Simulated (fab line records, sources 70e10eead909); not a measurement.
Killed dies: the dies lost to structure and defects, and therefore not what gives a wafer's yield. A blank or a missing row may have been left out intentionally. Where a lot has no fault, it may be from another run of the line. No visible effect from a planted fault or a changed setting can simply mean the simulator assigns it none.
Chamber matching ; flow nand_harc ; pecvd-01 running NHARC_P_M2_DEP_33: 3 sister chambers
The step deposits SiCN, target thk 30 nm. 20 wafers are shown with their chamber, then 10 later ones without.

== WAFERS, EACH WITH ITS CHAMBER ==
wafer;chamber;heater_power_w (W)
L076.2;1;755
L076.5;1;706
L076.6;2;523
L078.1;2;535
L078.5;0;469
L078.6;1;762
L079.1;2;608
L079.5;2;590
L079.6;0;523
L084.1;2;602
L084.2;1;715
L084.6;1;738
L086.1;0;553
L086.2;1;741
L086.5;2;538
L087.1;1;675
L087.3;0;522
L087.6;1;646
L089.2;0;570
L089.5;1;772

SIGNATURES (means of the wafers above)
reading;chamber 0;chamber 1;chamber 2;scatter within a chamber
heater_power_w;527.40;723.33;566.00;40
Rule: a wafer lies at a distance from a chamber equal to the root of the sum of squares, over the readings, of (its reading less the chamber's mean, divided by the reading's scatter). The wafer belongs to the nearest chamber; if the next one is less than 2 further off, it can't be placed. The scatter is the square root of a quotient: the sum, over the shown wafers, of each reading's squared deviation from its chamber's mean, divided by wafers minus chambers.

== WAFERS WITHOUT THEIR CHAMBER ==
wafer;heater_power_w (W)
L089.6;555
L088.2;744
L088.3;508
L088.5;556
L091.2;542
L091.4;788
L091.6;609
L093.1;745
L093.4;620
L093.6;557

== EACH ONE'S CHAMBER ==
wafer;from the rows above;in truth
L089.6;can't be placed: 2 or 0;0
L088.2;1;1
L088.3;can't be placed: 0 or 2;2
L088.5;can't be placed: 2 or 0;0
L091.2;can't be placed: 0 or 2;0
L091.4;1;1
L091.6;can't be placed: 2 or 0 or 1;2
L093.1;1;1
L093.4;can't be placed: 2 or 0 or 1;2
L093.6;can't be placed: 2 or 0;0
Correctly placed: 3 of 10. Can't be placed from these rows: 7 (the true chamber is among the candidates in 7). 0 placed wrongly.
